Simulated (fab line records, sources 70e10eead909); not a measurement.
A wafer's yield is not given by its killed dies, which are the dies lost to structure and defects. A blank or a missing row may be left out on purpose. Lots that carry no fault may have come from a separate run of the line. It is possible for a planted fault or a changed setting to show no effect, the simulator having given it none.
fab line records	flow nand_harc
record lots=7	wafers=21	last_day=32
route steps=1302 shown P_STI@69
lots untouched by any fault: they come from a run of this same line in which no faults occurred
start_h: the number of hours between the record's first day and the start of the first shown wafer of the lot	wait_h: hours from the lot's prior step to this one	" as in the row above	L1.1+2: a single row standing in for several wafers	- no value, or no start given	* or withheld: withheld	< > ~ a bound
route shown NAME@n: a module of which the file shows steps, and the number in the route of the first	usual: mean/standard deviation of fault-free wafers	same: alike in all rows	chamber/n: place in a boat	sites: each site's reading	_std_site: their standard deviation	_edge_site: mean of outer sites minus mean of inner sites	radius_mm: how far each site lies from the wafer's centre	mask NAME#n: copy n	behind: the tool/chamber that last shaped the wafer	hold: cause of the lot's hold/its duration in hours/its outcome	device: names the non-switching transistor (n, p or np)	end of line: the tests these same wafers got at the end of their route	a step given without rows: its recipe and nothing more	killed: dies lost to structure and defects at the first sort, not the wafer's yield	map: shows each die of a wafer: x if killed, . if not, _ if none is there
set.NAME: the setting that was run; set.NAME@STEP: the one run at that earlier step	model.NAME: the simulator's own value behind a step, which no gauge read
certain route steps with their lots: each step a table, each wafer a row
services: the hour from which a tool's chamber was out of use, counted from the record's first day as start_h (under 0 if before that day), plus the number of hours and why
## steps
# step NHARC_P_STI_ETCH_26
# recipe target_depth_a=110	chemistry=dHF	material=SiO2
# step NHARC_P_STI_PRECLEAN_27
# recipe time_s=*	temp_c=50	bath_age_min=0	chemistry=SC1
# step NHARC_P_STI_SRD_28
# step NHARC_P_STI_OXIDE_29
# recipe target_thk_a=100	temp_c=900	ox_time_s=1362	material=SiO2
# step NHARC_P_STI_HM_DEP_30
# recipe target_thk_a=800	temp_c=790	pressure_mtorr=300	time_s=873	material=Si3N4
# step NHARC_P_STI_DEHYDRATE_01
# recipe temp_c=150	time_s=120
# step NHARC_P_STI_HMDS_02
# recipe time_s=30
# step NHARC_P_STI_COAT_41
# recipe temp_c=200	time_s=65
# step NHARC_P_STI_COAT_03
# recipe spin_rpm=2000	resist_thk_nm=600
# step NHARC_P_STI_SOFTBAKE_04
# recipe temp_c=125	time_s=70
# step NHARC_P_STI_EBR_05
# step NHARC_P_STI_EXPOSE_06
# recipe na=0.55	target_cd_nm=200	dose_mj=37.69	mask_id=P_STI
# step NHARC_P_STI_PEB_07
# recipe peb_temp_c=128	peb_time_s=80
# usual exhaust_pa=45.2/0.91	heater_power_total_W=189.8/0.81	plate_temp_C=128.03/0.12	resist_line_temp_C=23.01/0.11
lot.wafer	tool	chamber	start_h	wait_h	exhaust_pa	heater_power_total_W	plate_temp_C	resist_line_temp_C
L633.2	litho_track-07	0	64.42	0.1	44.6	188.7	127.87	22.89
L633.3	"	0	"	"	44.8	189.1	127.99	22.84
L633.6	"	0	"	"	44.9	189.5	128.02	22.97
L636.4	litho_track-02	0	92.04	0.0	45.8	189.2	128.06	23.04
L636.5	"	0	"	"	44.7	188.7	128.11	23.06
L636.6	"	0	"	"	42.3	189.6	128.05	23.18
L637.1	litho_track-07	0	105.14	0.1	45.9	189.2	127.98	23.04
L637.3	"	0	"	"	45.6	190.7	128.02	22.91
L637.4	"	0	"	"	46.7	188.9	128.03	22.78
L639.2	litho_track-05	0	122.42	0.1	44.7	190.7	127.87	22.90
L639.3	"	0	"	"	45.7	189.4	128.07	22.70
L639.5	"	0	"	"	45.1	190.4	127.86	22.84
L649.1	litho_track-07	0	228.24	0.1	44.8	198.9	133.23	22.94
L649.2	"	0	"	"	45.0	198.5	133.13	23.02
L649.6	"	0	"	"	45.0	200.6	133.07	23.04
L650.1	litho_track-07	0	238.81	0.1	47.0	199.1	133.18	22.91
L650.2	"	0	"	"	46.2	200.9	132.92	22.90
L650.6	"	0	"	"	46.3	198.5	133.07	23.09
L651.3	litho_track-07	0	242.95	0.1	46.3	200.8	133.14	22.82
L651.4	"	0	"	"	45.2	198.6	132.80	22.95
L651.5	"	0	"	"	46.0	198.5	133.21	23.03
# step NHARC_P_STI_DEVELOP_08
# recipe time_s=50	dev_temp_c=22
# step NHARC_P_STI_CD_MEAS_09
# recipe target_cd_nm=200	landing_energy_ev=500
# usual cd_nm=198.7/1.7
# same landing_energy_ev=500
lot.wafer	tool	chamber	start_h	wait_h	cd_nm
L633.2	cd_sem-03	0	64.51	-	198.2
L633.3	"	0	"	"	197.9
L633.6	"	0	"	"	198.0
L636.4	cd_sem-01	0	92.13	-	199.5
L636.5	"	0	"	"	197.8
L636.6	"	0	"	"	198.7
L637.1	cd_sem-03	0	105.22	-	197.1
L637.3	"	0	"	"	197.3
L637.4	"	0	"	"	195.6
L639.2	cd_sem-01	0	122.50	-	198.6
L639.3	"	0	"	"	200.4
L639.5	"	0	"	"	200.1
L649.1	cd_sem-02	0	228.34	-	233.5
L649.2	"	0	"	"	233.3
L649.6	"	0	"	"	232.3
L650.1	cd_sem-03	0	238.89	-	234.7
L650.2	"	0	"	"	234.7
L650.6	"	0	"	"	235.4
L651.3	cd_sem-03	0	243.04	-	232.3
L651.4	"	0	"	"	232.5
L651.5	"	0	"	"	229.1
# step NHARC_P_STI_OVL_MEAS_10
# usual overlay_x_nm=0/6.8	overlay_y_nm=0/5.2
lot.wafer	tool	chamber	start_h	wait_h	overlay_x_nm	overlay_y_nm
L633.2	overlay-01	-	64.60	-	-11	1
L633.3	"	-	"	"	-10	1
L633.6	"	-	"	"	-11	1
L636.4	overlay-02	-	92.22	-	-16	3
L636.5	"	-	"	"	-16	3
L636.6	"	-	"	"	-16	3
L637.1	overlay-01	-	105.31	-	1	3
L637.3	"	-	"	"	1	3
L637.4	"	-	"	"	2	2
L639.2	overlay-01	-	122.59	-	3	2
L639.3	"	-	"	"	2	2
L639.5	"	-	"	"	3	2
L649.1	overlay-01	-	228.43	-	3	0
L649.2	"	-	"	"	4	0
L649.6	"	-	"	"	4	0
L650.1	overlay-02	-	238.98	-	-5	-4
L650.2	"	-	"	"	-5	-4
L650.6	"	-	"	"	-5	-3
L651.3	overlay-01	-	243.13	-	-6	1
L651.4	"	-	"	"	-6	1
L651.5	"	-	"	"	-6	1
# step NHARC_P_STI_INSPECT_11
# usual raw_defect_count=5.2/2.8
lot.wafer	tool	chamber	start_h	wait_h	raw_defect_count
L633.2	defect_inspect-02	-	64.63	0.0	6
L633.3	"	-	"	"	2
L633.6	"	-	"	"	3
L636.4	defect_inspect-01	-	92.25	0.0	9
L636.5	"	-	"	"	10
L636.6	"	-	"	"	3
L637.1	defect_inspect-02	-	105.35	0.0	1
L637.3	"	-	"	"	6
L637.4	"	-	"	"	3
L639.2	defect_inspect-02	-	122.63	0.0	7
L639.3	"	-	"	"	4
L639.5	"	-	"	"	11
L649.1	defect_inspect-01	-	228.46	0.0	5
L649.2	"	-	"	"	8
L649.6	"	-	"	"	2
L650.1	defect_inspect-01	-	239.02	0.0	3
L650.2	"	-	"	"	4
L650.6	"	-	"	"	6
L651.3	defect_inspect-02	-	243.16	0.0	4
L651.4	"	-	"	"	5
L651.5	"	-	"	"	3
# step NHARC_P_STI_HARDBAKE_13
# recipe temp_c=118	time_s=65
# step NHARC_P_STI_DESCUM_14
# recipe time_s=3	o2_flow_sccm=200	ar_flow_sccm=0	bias_power_w=0	chemistry=O2
# usual drypump_motor_current_A=5.9/0.42	mfc_ar_sccm=0.011/0.012	o2_flow_sccm=200.0/0.53	oes_product_au=0.998/0.0082	rf_vpp_V=57.9/0.88	showerhead_plenum_p_Torr=1.94/0.066	throttle_valve_pct=11.311/0.0084
lot.wafer	tool	chamber	start_h	wait_h	drypump_motor_current_A	mfc_ar_sccm	o2_flow_sccm	oes_product_au	rf_hours_counter_h	rf_vpp_V	showerhead_plenum_p_Torr	throttle_valve_pct	model.P_STI.cd_nm
L633.3	rie_diel-03	2	64.78	-	5.9	0.012	200.0	0.993	5.7	57.7	1.99	11.305	198.3
L633.2	"	3	"	"	6.1	0.020	199.7	1.002	4.7	57.2	1.89	11.313	198
L633.6	"	2	"	"	5.8	0.012	200.1	1.004	-	57.9	1.99	11.303	198.3
L636.4	rie_diel-01	3	92.38	-	5.8	0	200.5	0.998	4.0	57.1	1.87	11.313	199.3
L636.5	"	3	"	"	5.8	0	199.9	0.997	-	56.2	1.87	11.300	197.7
L636.6	"	0	"	"	6.3	0	199.9	0.999	-	57.3	1.90	11.318	198.7
L637.3	rie_diel-01	1	105.48	-	5.7	0.017	199.4	0.995	6.0	57.1	1.88	11.313	198.1
L637.4	"	2	"	"	6.3	0.026	199.5	1.004	5.0	58.0	1.98	11.308	195.2
L637.1	"	0	"	"	6.3	0	200.3	1.003	5.7	57.5	1.90	11.321	196.6
L639.2	rie_diel-12	3	122.76	-	4.6	0	200.2	1.002	1.5	58.3	2.06	11.302	197.6
L639.3	"	1	"	"	6.0	0	200.3	0.989	1.3	58.5	1.82	11.312	200
L639.5	"	0	"	"	6.1	0.006	199.4	0.996	-	57.6	1.96	11.311	199.8
L649.2	rie_diel-12	3	228.60	-	4.6	0	199.5	1.018	9.1	60.9	2.06	11.303	232.9
L649.1	"	0	"	"	6.1	0.006	200.3	0.996	8.9	58.7	1.96	11.316	233.3
L649.6	"	3	"	"	4.6	0	199.6	1.010	-	58.8	2.06	11.291	231.8
L650.1	rie_diel-12	3	239.15	-	4.6	0	199.1	1.005	10.4	57.5	2.06	11.301	234.1
L650.2	"	0	"	"	6.1	0.006	201.0	0.994	10.1	58.7	1.96	11.315	234.5
L650.6	"	3	"	"	4.6	0	199.2	1.002	-	57.9	2.06	11.315	234.9
L651.4	rie_diel-01	0	243.30	-	6.3	0	200.6	0.999	3.0	58.1	1.90	11.316	233.3
L651.3	"	1	"	"	5.7	0.017	199.4	1.009	3.0	57.9	1.88	11.304	232.4
L651.5	"	0	"	"	6.3	0	200.6	1.004	-	58.3	1.90	11.310	229.4
# step NHARC_P_STI_ETCH_42
# recipe target_depth_a=800	overetch_a=240	time_s=61	ion_energy_ev=200	n2_flow_sccm=150	h2_flow_sccm=150	ar_flow_sccm=0	rf_w=400	bias_w=150	chemistry=N2/H2
# usual drypump_motor_current_A=5.9/0.4	mfc_ar_sccm=0.013/0.013	oes_product_au=0.997/0.0087	rf_vpp_V=431.4/2.1	showerhead_plenum_p_Torr=2.07/0.073	throttle_valve_pct=14.170/0.0087
lot.wafer	tool	chamber	start_h	wait_h	drypump_motor_current_A	mfc_ar_sccm	oes_product_au	rf_hours_counter_h	rf_vpp_V	showerhead_plenum_p_Torr	throttle_valve_pct
L633.3	rie_diel-03	0	64.85	0.1	5.8	0.043	0.990	5.1	431.5	2.07	14.191
L633.2	"	3	"	"	6.1	0.020	1.007	4.7	431.0	2.02	14.161
L633.6	"	0	"	"	5.8	0.043	1.006	-	431.5	2.07	14.172
L636.4	rie_diel-01	0	92.47	0.1	6.3	0	1.000	4.6	431.7	2.03	14.172
L636.5	"	0	"	"	6.3	0	0.992	-	430.3	2.03	14.168
L636.6	"	1	"	"	5.7	0.017	0.988	-	429.1	2.01	14.159
L637.1	rie_diel-01	1	105.57	0.1	5.7	0.017	0.995	6.0	429.0	2.01	14.165
L637.3	"	3	"	"	5.9	0	1.002	4.9	429.0	1.99	14.187
L637.4	"	0	"	"	6.3	0	1.006	5.7	429.7	2.03	14.174
L639.3	rie_diel-12	3	122.85	0.1	4.6	0	0.995	1.5	436.4	2.20	14.184
L639.2	"	1	"	"	6.0	0	1.000	1.3	428.5	1.94	14.161
L639.5	"	3	"	"	4.6	0	0.999	-	434.8	2.20	14.161
L649.1	rie_diel-12	3	228.69	0.1	4.6	0	1.001	9.1	435.3	2.20	14.170
L649.2	"	0	"	"	6.1	0.006	0.980	8.9	432.1	2.09	14.160
L649.6	"	2	"	"	6.4	0	0.989	-	435.5	2.18	14.184
L650.1	rie_diel-12	0	239.24	0.1	6.2	0.006	0.991	10.1	432.5	2.09	14.176
L650.2	"	1	"	"	6.0	0	1.000	9.7	428.4	1.94	14.173
L650.6	"	0	"	"	6.2	0.006	0.997	-	431.7	2.09	14.171
L651.4	rie_diel-01	3	243.38	0.1	5.8	0	0.992	2.8	429.3	1.99	14.178
L651.3	"	2	"	"	6.3	0.026	0.996	2.8	432.9	2.11	14.170
L651.5	"	3	"	"	5.8	0	0.992	-	429.8	1.99	14.159
# step NHARC_P_STI_ETCH_31
# recipe target_depth_a=1089	time_s=54.5	cf4_flow_sccm=100	chf3_flow_sccm=30	ar_flow_sccm=0	rf_w=500	bias_w=200	chemistry=CF4/CHF3
# usual drypump_motor_current_A=5.9/0.39	mfc_ar_sccm=0.012/0.012	oes_product_au=0.949/0.022	rf_vpp_V=371.3/1.9	showerhead_plenum_p_Torr=1.59/0.051	throttle_valve_pct=16.801/0.0084
lot.wafer	tool	chamber	start_h	wait_h	drypump_motor_current_A	mfc_ar_sccm	oes_product_au	rf_hours_counter_h	rf_vpp_V	showerhead_plenum_p_Torr	throttle_valve_pct
L633.3	rie_diel-03	3	-	-	6.1	0.020	0.956	4.7	369.7	1.56	16.807
L633.2	"	0	"	"	5.8	0.043	0.949	5.2	370.8	1.59	16.806
L633.6	"	3	"	"	6.1	0.020	0.956	-	369.8	1.56	16.796
L636.4	rie_diel-01	3	-	-	5.9	0	0.955	4.0	369.5	1.54	16.827
L636.6	"	0	"	"	6.3	0	0.962	-	370.6	1.56	16.804
L636.5	"	1	"	"	5.6	0.017	0.970	-	371.5	1.55	16.807
L637.3	rie_diel-01	2	-	-	6.3	0.026	0.963	5.0	373.2	1.62	16.813
L637.4	"	0	"	"	6.3	0	0.996	5.8	369.7	1.56	16.800
L637.1	"	1	"	"	5.7	0.017	0.949	6.1	371.1	1.55	16.795
L639.2	rie_diel-12	1	-	-	6.0	0	0.966	1.4	366.6	1.50	16.795
L639.3	"	2	"	"	6.4	0	0.968	1.5	373.0	1.68	16.795
L639.5	"	1	"	"	6.0	0	0.973	-	366.7	1.50	16.796
L649.2	rie_diel-12	2	-	-	6.4	0	0.968	8.6	375.4	1.68	16.808
L649.1	"	3	"	"	4.6	0	0.957	9.1	374.0	1.69	16.788
L649.6	"	1	"	"	6.0	0	0.956	-	368.4	1.50	16.797
L650.2	rie_diel-12	3	-	-	4.6	0	0.971	10.4	373.3	1.69	16.796
L650.1	"	1	"	"	6.0	0	0.983	9.7	368.2	1.50	16.804
L650.6	"	3	"	"	4.6	0	0.978	-	374.7	1.69	16.799
L651.4	rie_diel-01	0	-	-	6.3	0	0.960	3.0	369.2	1.56	16.797
L651.3	"	1	"	"	5.7	0.017	0.972	3.0	368.7	1.55	16.792
L651.5	"	3	"	"	5.8	0	0.971	-	368.1	1.54	16.800
# step NHARC_P_STI_ETCH_15
# recipe target_depth_a=3000	taper_deg=4	time_s=100.1	hbr_flow_sccm=150	cl2_flow_sccm=50	rf_w=400	icp_w=400	bias_w=100	chemistry=HBr/Cl2
# usual drypump_motor_current_A=5.5/0.53	hbr_flow_sccm=150.0/0.47	oes_product_au=0.998/0.012	throttle_valve_pct=26.406/0.0082
lot.wafer	tool	chamber	start_h	wait_h	drypump_motor_current_A	hbr_flow_sccm	oes_product_au	rf_hours_counter_h	throttle_valve_pct	model.P_STI.cd_nm
L633.3	rie_si-05	0	65.07	-	4.8	150.0	1.000	0.8	26.406	198
L633.2	"	1	"	"	5.7	149.8	0.995	0.8	26.438	197.2
L633.6	"	2	"	"	5.3	149.8	0.987	-	26.410	198.1
L636.4	rie_si-05	1	92.66	-	5.6	149.8	0.998	1.0	26.409	200.5
L636.5	"	1	"	"	5.7	150.3	0.986	-	26.424	199.5
L636.6	"	2	"	"	5.3	150.4	0.994	-	26.398	198.8
L637.3	rie_si-06	1	105.76	-	5.6	150.1	0.986	0.1	26.411	198.4
L637.4	"	3	"	"	4.9	150.5	1.018	0.1	26.399	196.1
L637.1	"	0	"	"	6.6	149.8	0.999	0.1	26.407	197.6
L639.2	rie_si-05	3	123.07	-	4.9	149.6	0.991	1.2	26.407	196.5
L639.3	"	0	"	"	4.8	150.4	0.993	1.3	26.391	199.8
L639.5	"	2	"	"	5.4	149.8	0.985	-	26.405	199.4
L649.2	rie_si-06	0	228.88	-	6.7	149.6	1.026	0.8	26.406	232
L649.1	"	1	"	"	5.7	149.6	1.005	0.9	26.412	233.1
L649.6	"	0	"	"	6.7	149.8	1.002	-	26.424	231.2
L650.2	rie_si-06	1	239.43	-	5.7	149.9	1.015	1.0	26.415	234.7
L650.1	"	0	"	"	6.7	150.0	1.010	0.9	26.415	233.9
L650.6	"	2	"	"	5.3	149.9	0.993	-	26.409	235.2
L651.3	rie_si-06	1	243.59	-	5.6	150.0	1.003	1.1	26.395	232.8
L651.4	"	3	"	"	5.0	150.3	1.010	1.2	26.397	232.1
L651.5	"	1	"	"	5.6	150.3	1.006	-	26.415	229.3
# step NHARC_P_STI_CD_MEAS_16
# usual cd_nm=198.4/1.8
lot.wafer	tool	chamber	start_h	wait_h	cd_nm
L633.2	cd_sem-03	-	65.21	-	197.1
L633.3	"	-	"	"	198.3
L633.6	"	-	"	"	198.2
L636.4	cd_sem-02	-	92.83	-	200.9
L636.5	"	-	"	"	199.2
L636.6	"	-	"	"	199.0
L637.1	cd_sem-03	-	105.92	-	197.6
L637.3	"	-	"	"	198.4
L637.4	"	-	"	"	196.1
L639.2	cd_sem-01	-	123.20	-	196.3
L639.3	"	-	"	"	199.3
L639.5	"	-	"	"	199.1
L649.1	cd_sem-01	-	229.04	-	233.0
L649.2	"	-	"	"	231.9
L649.6	"	-	"	"	231.4
L650.1	cd_sem-02	-	239.59	-	233.6
L650.2	"	-	"	"	234.5
L650.6	"	-	"	"	234.9
L651.3	cd_sem-03	-	243.74	-	233.0
L651.4	"	-	"	"	232.3
L651.5	"	-	"	"	229.2
# step NHARC_P_STI_OCD_MEAS_17
# usual trench_depth_nm=300/5.4	trench_foot_cd_nm=156.8/1.9
lot.wafer	tool	chamber	start_h	wait_h	trench_depth_nm	trench_foot_cd_nm
L633.2	ocd-01	-	65.29	0.1	296	157.0
L633.3	"	-	"	"	300	155.9
L633.6	"	-	"	"	295	157.0
L636.4	ocd-01	-	92.91	0.1	295	158.1
L636.5	"	-	"	"	294	156.6
L636.6	"	-	"	"	297	157.2
L637.1	ocd-01	-	106.01	0.1	299	154.8
L637.3	"	-	"	"	295	156.4
L637.4	"	-	"	"	306	152.9
L639.2	ocd-01	-	123.29	0.1	298	157.0
L639.3	"	-	"	"	300	158.7
L639.5	"	-	"	"	296	159.4
L649.1	ocd-02	-	229.13	0.1	304	190.2
L649.2	"	-	"	"	307	190.8
L649.6	"	-	"	"	305	190.1
L650.1	ocd-01	-	239.67	0.1	303	192.7
L650.2	"	-	"	"	304	191.8
L650.6	"	-	"	"	299	193.1
L651.3	ocd-02	-	243.82	0.1	303	190.4
L651.4	"	-	"	"	307	190.0
L651.5	"	-	"	"	304	186.5
# step NHARC_P_STI_STRIP_19
# recipe time_s=900	temp_c=130	chemistry=SPM
## services
tool	chamber	start_h	hours	kind
rie_diel-01	2	45.34	5.1	repair
litho_track-02	-	52.00	7.0	pm
rie_si-05	1	70.10	6.7	repair
rie_si-06	-	72.00	9.0	pm
litho_track-07	-	76.00	7.0	pm
rie_si-05	3	83.15	1.2	repair
rie_diel-12	-	83.97	0.7	repair
rie_diel-12	-	91.40	9.0	pm
rie_diel-03	-	104.30	9.0	pm
litho_track-05	-	124.00	7.0	pm
rie_si-05	-	128.00	9.0	pm
rie_diel-01	-	130.92	1.2	repair
rie_si-05	3	151.86	18.9	repair
rie_si-05	2	159.59	11.0	repair
rie_diel-01	1	160.13	15.5	repair
rie_diel-03	0	163.06	5.1	repair
rie_si-05	2	177.81	4.6	repair
rie_si-06	0	178.35	14.7	repair
rie_diel-01	1	180.69	8.6	repair
rie_si-06	1	187.81	6.5	repair
rie_diel-01	2	193.12	6.9	repair
rie_diel-01	-	203.80	9.0	pm
rie_diel-12	3	214.58	1.2	repair
rie_diel-03	3	222.16	2.8	repair
## key
first_sign step=NHARC_P_STI_PEB_07	reading=plate_temp_C	direction=up	sigmas=44	usual=*	struck=*
effect step=NHARC_P_STI_PEB_07	reading=heater_power_total_W	direction=up	sigmas=12	usual=*	struck=*
effect step=NHARC_P_STI_CD_MEAS_09	reading=cd_nm	direction=up	sigmas=20	usual=198.7	struck=233.1
effect step=NHARC_P_STI_CD_MEAS_16	reading=cd_nm	direction=up	sigmas=19	usual=198.4	struck=232.6
effect step=NHARC_P_STI_OCD_MEAS_17	reading=trench_foot_cd_nm	direction=up	sigmas=18	usual=156.8	struck=190.6
model_effect step=NHARC_P_STI_DESCUM_14	value=P_STI.cd_nm	without=199.7	struck=232.9
model_effect step=NHARC_P_STI_ETCH_15	value=P_STI.cd_nm	without=199.4	struck=232.7
met_at NHARC_P_STI_PEB_07
struck_wafers L649.1,L649.2,L649.6,L650.1,L650.2,L650.6,L651.3,L651.4,L651.5
sort_left_out L649.1,L649.2,L649.6,L650.1,L650.2,L650.6,L651.3,L651.4,L651.5
tester_left_out L649,L650,L651
onset_between 105.14 228.24
fault kind=process_parameter_drift	tool=litho_track-07	chamber=-	onset_h=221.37	steps=NHARC_P_STI_PEB_07	channel=peb_temp_c	offset=*	shape=step	end_h=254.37	acts_in=*	stated=*
# tester_left_out: of these lots the tester's yield and bins aren't shown, on N5 and GAA mostly nor the transistor test; their killed dies are dies lost to structure and defects alone, not to doping, threshold or leakage, so they don't give the yield
# sort_left_out: the simulated sort isn't trusted on such a fault, so these wafers' sort isn't shown, and their yield isn't known
